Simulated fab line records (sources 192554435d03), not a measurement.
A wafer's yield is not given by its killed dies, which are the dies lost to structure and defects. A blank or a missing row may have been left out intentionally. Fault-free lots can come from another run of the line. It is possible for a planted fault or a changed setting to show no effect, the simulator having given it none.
Which tool did it? :: flow n5Finfet :: 11 lots with 28 wafers sampled at 5 steps, on a route of 1938 steps

## WHAT EACH GAUGE READ, for each wafer
N5_BEOL_M4_RC_MEAS_101.
lot: L648
measured: day 8 16:44
on: prober-02
DIBL_N (mV/V): 38.1 34.3 36.9
DIBL_P (mV/V): 37.9 32.5 36.6
IOFF_N (nA/um): 0.190 0.127 0.170
IOFF_P (nA/um): 0.24 0.17 0.22
ION_N (uA/um): 682 680 688
ION_P (uA/um): 470 463 466
SS_N (mV/dec): 71.2 70.5 71.9
SS_P (mV/dec): 73.5 72.5 73.9
VT_N (mV): 248 251 250
VT_P (mV): -252 -256 -253

lot: L652
measured: day 9 18:32
on: prober-01
DIBL_N (mV/V): 37.0 37.8 36.4
DIBL_P (mV/V): 37.0 38.1 35.9
IOFF_N (nA/um): 0.159 0.195 0.144
IOFF_P (nA/um): 0.22 0.26 0.20
ION_N (uA/um): 675 691 662
ION_P (uA/um): 461 475 458
SS_N (mV/dec): 71.3 71.4 72.1
SS_P (mV/dec): 73.8 73.9 73.5
VT_N (mV): 248 245 250
VT_P (mV): -247 -244 -249

lot: L653
measured: day 9 12:40
on: prober-02
DIBL_N (mV/V): 34.3 34.4 38.4
DIBL_P (mV/V): 33.6 34.0 38.9
IOFF_N (nA/um): 0.128 0.122 0.192
IOFF_P (nA/um): 0.17 0.17 0.25
ION_N (uA/um): 674 663 678
ION_P (uA/um): 460 451 458
SS_N (mV/dec): 70.8 71.3 72.2
SS_P (mV/dec): 72.6 73.4 74.0
VT_N (mV): 253 252 247
VT_P (mV): -251 -254 -249

lot: L657
measured: day 11 05:25
on: prober-02
DIBL_N (mV/V): 34.0 34.4
DIBL_P (mV/V): 32.4 34.6
IOFF_N (nA/um): 0.127 0.136
IOFF_P (nA/um): 0.17 0.20
ION_N (uA/um): 656 670
ION_P (uA/um): 457 470
SS_N (mV/dec): 70.6 71.2
SS_P (mV/dec): 72.5 73.0
VT_N (mV): 253 252
VT_P (mV): -252 -252

lot: L658
measured: day 11 10:50
on: prober-02
DIBL_N (mV/V): 36.5 37.8
DIBL_P (mV/V): 35.3 36.9
IOFF_N (nA/um): 0.171 0.193
IOFF_P (nA/um): 0.25 0.27
ION_N (uA/um): 693 691
ION_P (uA/um): 481 480
SS_N (mV/dec): 72.3 72.7
SS_P (mV/dec): 73.4 74.0
VT_N (mV): 246 246
VT_P (mV): -245 -246

lot: L659
measured: day 11 08:19
on: prober-02
DIBL_N (mV/V): 36.5 36.7 38.2
DIBL_P (mV/V): 37.7 37.9 39.8
IOFF_N (nA/um): 0.165 0.153 0.193
IOFF_P (nA/um): 0.19 0.19 0.23
ION_N (uA/um): 676 670 677
ION_P (uA/um): 454 458 462
SS_N (mV/dec): 72.8 71.7 71.7
SS_P (mV/dec): 72.5 73.7 73.6
VT_N (mV): 252 251 246
VT_P (mV): -251 -252 -251

lot: L660
measured: day 11 13:23
on: prober-01
DIBL_N (mV/V): 34.1 37.0
DIBL_P (mV/V): 36.0 38.6
IOFF_N (nA/um): 0.121 0.166
IOFF_P (nA/um): 0.21 0.26
ION_N (uA/um): 667 679
ION_P (uA/um): 466 474
SS_N (mV/dec): 70.9 72.2
SS_P (mV/dec): 73.4 74.2
VT_N (mV): 255 252
VT_P (mV): -247 -245

lot: L662
measured: day 11 21:04
on: prober-02
DIBL_N (mV/V): 34.7 34.9 35.6
DIBL_P (mV/V): 35.2 35.9 35.2
IOFF_N (nA/um): 0.133 0.141 0.151
IOFF_P (nA/um): 0.18 0.19 0.18
ION_N (uA/um): 671 669 667
ION_P (uA/um): 453 463 458
SS_N (mV/dec): 71.5 71.5 71.8
SS_P (mV/dec): 73.1 73.3 73.2
VT_N (mV): 253 252 254
VT_P (mV): -251 -254 -253

lot: L663
measured: day 12 08:28
on: prober-01
DIBL_N (mV/V): 37.2 37.4
DIBL_P (mV/V): 37.6 36.7
IOFF_N (nA/um): 0.184 0.170
IOFF_P (nA/um): 0.22 0.21
ION_N (uA/um): 696 676
ION_P (uA/um): 467 463
SS_N (mV/dec): 72.2 71.3
SS_P (mV/dec): 74.1 73.6
VT_N (mV): 248 248
VT_P (mV): -251 -248

lot: L664
measured: day 12 16:44
on: prober-02
DIBL_N (mV/V): 34.3 35.0 38.6
DIBL_P (mV/V): 33.0 33.9 39.0
IOFF_N (nA/um): 0.118 0.126 0.200
IOFF_P (nA/um): 0.17 0.17 0.26
ION_N (uA/um): 655 660 683
ION_P (uA/um): 451 457 467
SS_N (mV/dec): 70.8 71.0 71.6
SS_P (mV/dec): 72.6 72.8 74.1
VT_N (mV): 254 254 245
VT_P (mV): -255 -253 -248

lot: L668
measured: day 14 08:32
on: prober-01
DIBL_N (mV/V): 36.5 41.0
DIBL_P (mV/V): 35.5 40.2
IOFF_N (nA/um): 0.142 0.249
IOFF_P (nA/um): 0.22 0.32
ION_N (uA/um): 667 689
ION_P (uA/um): 466 478
SS_N (mV/dec): 71.1 72.7
SS_P (mV/dec): 72.7 74.6
VT_N (mV): 250 242
VT_P (mV): -247 -245

## WHICH TOOL RAN EACH LOT (tool, then ch and the chambers of the sampled wafers, then the start)
lot: L648
N5_BEOL_M0_SAQP_SPACER1_ALD_98: aldSin-01 ch 0,2, day 6 13:32
N5_BEOL_M0_SAQP_ETCH_102: rieSi-04 ch 0,1,2, day 6 14:21
N5_BEOL_M0_SAQP_ETCH_106: rieDiel-04 ch 0,1,3, day 6 14:55
N5_BEOL_M0_SAQP_ETCH_107: rieDiel-04 ch 0,1,3, day 6 14:58

lot: L652
N5_BEOL_M0_SAQP_SPACER1_ALD_98: aldSin-04 ch 0,1,3, day 7 10:16
N5_BEOL_M0_SAQP_ETCH_102: rieSi-03 ch 0,2, day 7 11:21
N5_BEOL_M0_SAQP_ETCH_106: rieDiel-04 ch 0,2,3, day 7 11:59
N5_BEOL_M0_SAQP_ETCH_107: rieDiel-04 ch 0,2,3, day 7 12:03

lot: L653
N5_BEOL_M0_SAQP_SPACER1_ALD_98: aldSin-04 ch 0,1,3, day 7 13:10
N5_BEOL_M0_SAQP_ETCH_102: rieSi-02 ch 0,1,2, day 7 14:09
N5_BEOL_M0_SAQP_ETCH_106: rieDiel-06 ch 0,1,3, day 7 14:43
N5_BEOL_M0_SAQP_ETCH_107: rieDiel-06 ch 0,1,3, day 7 14:46

lot: L657
N5_BEOL_M0_SAQP_SPACER1_ALD_98: aldSin-01 ch 0,3, day 8 21:47
N5_BEOL_M0_SAQP_ETCH_102: rieSi-03 ch 2,3, day 8 22:37
N5_BEOL_M0_SAQP_ETCH_106: rieDiel-03 ch 0, day 8 23:10
N5_BEOL_M0_SAQP_ETCH_107: rieDiel-03 ch 0, day 8 23:14

lot: L658
N5_BEOL_M0_SAQP_SPACER1_ALD_98: aldSin-04 ch 0,1, day 9 00:09
N5_BEOL_M0_SAQP_ETCH_102: rieSi-04 ch 1,3, day 9 01:03
N5_BEOL_M0_SAQP_ETCH_106: rieDiel-03 ch 0,2, day 9 01:37
N5_BEOL_M0_SAQP_ETCH_107: rieDiel-03 ch 0,2, day 9 01:41

lot: L659
N5_BEOL_M0_SAQP_SPACER1_ALD_98: aldSin-01 ch 1,2,3, day 9 04:09
N5_BEOL_M0_SAQP_ETCH_102: rieSi-03 ch 0,2,3, day 9 04:58
N5_BEOL_M0_SAQP_ETCH_106: rieDiel-04 ch 0,2,3, day 9 05:32
N5_BEOL_M0_SAQP_ETCH_107: rieDiel-04 ch 0,2,3, day 9 05:36

lot: L660
N5_BEOL_M0_SAQP_SPACER1_ALD_98: aldSin-03 ch 3, day 9 06:57
N5_BEOL_M0_SAQP_ETCH_102: rieSi-04 ch 0,1, day 9 08:04
N5_BEOL_M0_SAQP_ETCH_106: rieDiel-03 ch 0,2, day 9 08:37
N5_BEOL_M0_SAQP_ETCH_107: rieDiel-03 ch 0,2, day 9 08:41

lot: L662
N5_BEOL_M0_SAQP_SPACER1_ALD_98: aldSin-04 ch 0,2,3, day 9 18:39
N5_BEOL_M0_SAQP_ETCH_102: rieSi-04 ch 1,2,3, day 9 19:28
N5_BEOL_M0_SAQP_ETCH_106: rieDiel-06 ch 1,2,3, day 9 20:02
N5_BEOL_M0_SAQP_ETCH_107: rieDiel-06 ch 1,2,3, day 9 20:05

lot: L663
N5_BEOL_M0_SAQP_SPACER1_ALD_98: aldSin-03 ch 3, day 10 00:14
N5_BEOL_M0_SAQP_ETCH_102: rieSi-03 ch 2,3, day 10 01:03
N5_BEOL_M0_SAQP_ETCH_106: rieDiel-06 ch 0, day 10 01:37
N5_BEOL_M0_SAQP_ETCH_107: rieDiel-06 ch 0, day 10 01:40

lot: L664
N5_BEOL_M0_SAQP_SPACER1_ALD_98: aldSin-04 ch 1,2,3, day 10 02:59
N5_BEOL_M0_SAQP_ETCH_102: rieSi-03 ch 0,2,3, day 10 03:49
N5_BEOL_M0_SAQP_ETCH_106: rieDiel-06 ch 0,2,3, day 10 04:23
N5_BEOL_M0_SAQP_ETCH_107: rieDiel-06 ch 0,2,3, day 10 04:26

lot: L668
N5_BEOL_M0_SAQP_SPACER1_ALD_98: aldSin-01 ch 1,3, day 11 06:19
N5_BEOL_M0_SAQP_ETCH_102: rieSi-04 ch 2,3, day 11 07:07
N5_BEOL_M0_SAQP_ETCH_106: rieDiel-03 ch 1,2, day 11 07:41
N5_BEOL_M0_SAQP_ETCH_107: rieDiel-03 ch 1,2, day 11 07:45
- N5_BEOL_M0_SAQP_SPACER1_ALD_98: deposits SiO2, target thk 12.8 nm, pulse time 1 s, purge time 2 s.
- N5_BEOL_M0_SAQP_ETCH_102: etches SiO2 in CF4, target depth 4 nm, time 4.4 s.
- N5_BEOL_M0_SAQP_ETCH_106: etches SOC in N2/H2, stops on SiNx, target depth 150 nm.
- N5_BEOL_M0_SAQP_ETCH_107: etches SiNx in CH3F/O2, target depth 30 nm.

## AS READ BY THE TOOLS THEMSELVES (means over the sampled wafers that have a number; for cases with no such wafer, the mark the record gives instead)
N5_BEOL_M0_SAQP_SPACER1_ALD_98.
lot: L648
tool: aldSin-01
heaterPowerW (W): 483
precursorPulseHeightRel: 1.006
susceptorTempC (C): 300.01

lot: L652
tool: aldSin-04
heaterPowerW (W): 487
precursorPulseHeightRel: 1.004
susceptorTempC (C): 300.04

lot: L653
tool: aldSin-04
heaterPowerW (W): 483
precursorPulseHeightRel: 1.002
susceptorTempC (C): 299.91

lot: L657
tool: aldSin-01
heaterPowerW (W): 476
precursorPulseHeightRel: 1.007
susceptorTempC (C): 299.99

lot: L658
tool: aldSin-04
heaterPowerW (W): 486
precursorPulseHeightRel: 1.010
susceptorTempC (C): 300.11

lot: L659
tool: aldSin-01
heaterPowerW (W): 449
precursorPulseHeightRel: 0.982
susceptorTempC (C): 299.88

lot: L660
tool: aldSin-03
heaterPowerW (W): 516
precursorPulseHeightRel: 0.988
susceptorTempC (C): 299.72

lot: L662
tool: aldSin-04
heaterPowerW (W): 445
precursorPulseHeightRel: 1.000
susceptorTempC (C): 303.86

lot: L663
tool: aldSin-03
heaterPowerW (W): 509
precursorPulseHeightRel: 0.972
susceptorTempC (C): 300.16

lot: L664
tool: aldSin-04
heaterPowerW (W): 395
precursorPulseHeightRel: 0.989
susceptorTempC (C): 303.88

lot: L668
tool: aldSin-01
heaterPowerW (W): 441
precursorPulseHeightRel: 1.001
susceptorTempC (C): 299.84

N5_BEOL_M0_SAQP_ETCH_102.
lot: L648
tool: rieSi-04
drypumpMotorCurrentA (A): 5.8
oesProductAu (a.u.): 0.999
throttleValvePct (%): 21.97

lot: L652
tool: rieSi-03
drypumpMotorCurrentA (A): 5.6
oesProductAu (a.u.): 1.025
throttleValvePct (%): 21.56

lot: L653
tool: rieSi-02
drypumpMotorCurrentA (A): 5.8
oesProductAu (a.u.): 1.005
throttleValvePct (%): 21.66

lot: L657
tool: rieSi-03
drypumpMotorCurrentA (A): 5.7
oesProductAu (a.u.): 0.994
throttleValvePct (%): 21.98

lot: L658
tool: rieSi-04
drypumpMotorCurrentA (A): 5.6
oesProductAu (a.u.): 1.014
throttleValvePct (%): 21.72

lot: L659
tool: rieSi-03
drypumpMotorCurrentA (A): 5.6
oesProductAu (a.u.): 1.015
throttleValvePct (%): 21.74

lot: L660
tool: rieSi-04
drypumpMotorCurrentA (A): 5.6
oesProductAu (a.u.): 1.002
throttleValvePct (%): 21.94

lot: L662
tool: rieSi-04
drypumpMotorCurrentA (A): 5.7
oesProductAu (a.u.): 1.007
throttleValvePct (%): 21.82

lot: L663
tool: rieSi-03
drypumpMotorCurrentA (A): 5.7
oesProductAu (a.u.): 1.002
throttleValvePct (%): 21.97

lot: L664
tool: rieSi-03
drypumpMotorCurrentA (A): 5.6
oesProductAu (a.u.): 1.007
throttleValvePct (%): 21.73

lot: L668
tool: rieSi-04
drypumpMotorCurrentA (A): 6.0
oesProductAu (a.u.): 1.007
throttleValvePct (%): 21.84

N5_BEOL_M0_SAQP_ETCH_106.
lot: L648
tool: rieDiel-04
drypumpMotorCurrentA (A): 5.5
oesProductAu (a.u.): 0.83
rfVppV (V): 242.0
showerheadPlenumPTorr (Torr): 2.61
throttleValvePct (%): 17.66

lot: L652
tool: rieDiel-04
drypumpMotorCurrentA (A): 5.8
oesProductAu (a.u.): 0.89
rfVppV (V): 241.1
showerheadPlenumPTorr (Torr): 2.63
throttleValvePct (%): 17.64

lot: L653
tool: rieDiel-06
drypumpMotorCurrentA (A): 6.2
oesProductAu (a.u.): 0.79
rfVppV (V): 240.8
showerheadPlenumPTorr (Torr): 2.61
throttleValvePct (%): 17.85

lot: L657
tool: rieDiel-03
drypumpMotorCurrentA (A): 5.9
oesProductAu (a.u.): 0.94
rfVppV (V): 243.1
showerheadPlenumPTorr (Torr): 2.69
throttleValvePct (%): 17.42

lot: L658
tool: rieDiel-03
drypumpMotorCurrentA (A): 5.5
oesProductAu (a.u.): 0.81
rfVppV (V): 241.1
showerheadPlenumPTorr (Torr): 2.54
throttleValvePct (%): 17.69

lot: L659
tool: rieDiel-04
drypumpMotorCurrentA (A): 5.8
oesProductAu (a.u.): 0.87
rfVppV (V): 242.4
showerheadPlenumPTorr (Torr): 2.63
throttleValvePct (%): 17.68

lot: L660
tool: rieDiel-03
drypumpMotorCurrentA (A): 5.5
oesProductAu (a.u.): 0.82
rfVppV (V): 240.8
showerheadPlenumPTorr (Torr): 2.54
throttleValvePct (%): 17.68

lot: L662
tool: rieDiel-06
drypumpMotorCurrentA (A): 6.1
oesProductAu (a.u.): 0.78
rfVppV (V): 241.4
showerheadPlenumPTorr (Torr): 2.56
throttleValvePct (%): 17.77

lot: L663
tool: rieDiel-06
drypumpMotorCurrentA (A): 5.9
oesProductAu (a.u.): 0.88
rfVppV (V): 240.9
showerheadPlenumPTorr (Torr): 2.61
throttleValvePct (%): 17.68

lot: L664
tool: rieDiel-06
drypumpMotorCurrentA (A): 5.8
oesProductAu (a.u.): 0.84
rfVppV (V): 240.2
showerheadPlenumPTorr (Torr): 2.55
throttleValvePct (%): 17.60

lot: L668
tool: rieDiel-03
drypumpMotorCurrentA (A): 5.2
oesProductAu (a.u.): 0.69
rfVppV (V): 240.1
showerheadPlenumPTorr (Torr): 2.52
throttleValvePct (%): 18.05

N5_BEOL_M0_SAQP_ETCH_107.
lot: L648
tool: rieDiel-04
drypumpMotorCurrentA (A): 5.5
oesProductAu (a.u.): 0.84
rfVppV (V): 299
showerheadPlenumPTorr (Torr): 2.06
throttleValvePct (%): 16.21

lot: L652
tool: rieDiel-04
drypumpMotorCurrentA (A): 5.8
oesProductAu (a.u.): 0.92
rfVppV (V): 299
showerheadPlenumPTorr (Torr): 2.07
throttleValvePct (%): 16.18

lot: L653
tool: rieDiel-06
drypumpMotorCurrentA (A): 6.2
oesProductAu (a.u.): 0.80
rfVppV (V): 298
showerheadPlenumPTorr (Torr): 2.04
throttleValvePct (%): 16.30

lot: L657
tool: rieDiel-03
drypumpMotorCurrentA (A): 5.9
oesProductAu (a.u.): 0.96
rfVppV (V): 296
showerheadPlenumPTorr (Torr): 2.13
throttleValvePct (%): 16.04

lot: L658
tool: rieDiel-03
drypumpMotorCurrentA (A): 5.5
oesProductAu (a.u.): 0.82
rfVppV (V): 300
showerheadPlenumPTorr (Torr): 2.01
throttleValvePct (%): 16.31

lot: L659
tool: rieDiel-04
drypumpMotorCurrentA (A): 5.8
oesProductAu (a.u.): 0.88
rfVppV (V): 298
showerheadPlenumPTorr (Torr): 2.07
throttleValvePct (%): 16.22

lot: L660
tool: rieDiel-03
drypumpMotorCurrentA (A): 5.5
oesProductAu (a.u.): 0.82
rfVppV (V): 300
showerheadPlenumPTorr (Torr): 2.01
throttleValvePct (%): 16.32

lot: L662
tool: rieDiel-06
drypumpMotorCurrentA (A): 6.1
oesProductAu (a.u.): 0.78
rfVppV (V): 294
showerheadPlenumPTorr (Torr): 2.01
throttleValvePct (%): 16.23

lot: L663
tool: rieDiel-06
drypumpMotorCurrentA (A): 5.9
oesProductAu (a.u.): 0.89
rfVppV (V): 304
showerheadPlenumPTorr (Torr): 2.05
throttleValvePct (%): 16.20

lot: L664
tool: rieDiel-06
drypumpMotorCurrentA (A): 5.7
oesProductAu (a.u.): 0.84
rfVppV (V): 299
showerheadPlenumPTorr (Torr): 2.01
throttleValvePct (%): 16.12

lot: L668
tool: rieDiel-03
drypumpMotorCurrentA (A): 5.2
oesProductAu (a.u.): 0.70
rfVppV (V): 303
showerheadPlenumPTorr (Torr): 1.97
throttleValvePct (%): 16.53

## THE ANSWER, worked out from the rows above alone
Rule: what is usual is taken from the lots themselves. Put in order of their means at a reading, lots are off if they are a third of the lots or fewer, leave a main group of 4 or more, and stand apart from it by a gap of 3 or more times the standard deviation of the main group's means; of several such gaps the widest counts. The tables above print the reading to a certain number of digits; a main group whose means all agree to those digits is not used. A lot without any number at a reading at which 4 lots or more have one is off too. Where the step has rows for the other lots, those lots are counted as sound. First the gauges in route order, then the tools' own readings, where a lot's mean is used as printed above. The first step at which some lot is off is used, and at that step the reading that is off furthest; a lot without a number counts as furthest.
Off, at N5_BEOL_M0_SAQP_SPACER1_ALD_98 on susceptorTempC: L662, L664. The main group: mean 299.96 C, standard deviation 0.13.
If a tool, at that step or one of the process steps before it, ran each lot that is off and ran no sound lot following the first of them, it fits. One fits: aldSin-04 at N5_BEOL_M0_SAQP_SPACER1_ALD_98. A fault onset in the window from L658 (day 9 00:09, its last sound lot) to L662 (day 9 18:39, its first lot off) fits.
On the lots that are off, the tool's own readings at N5_BEOL_M0_SAQP_SPACER1_ALD_98 differ by more than 5 times the standard deviation of the sound lots' means, which bears it out; susceptorTempC reads 303.87 C there versus 299.96 C on the sound lots.

## WHAT THE SIMULATOR HAD PUT IN
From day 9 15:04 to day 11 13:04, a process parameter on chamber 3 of aldSin-04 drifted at N5_BEOL_M0_SAQP_SPACER1_ALD_98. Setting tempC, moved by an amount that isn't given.
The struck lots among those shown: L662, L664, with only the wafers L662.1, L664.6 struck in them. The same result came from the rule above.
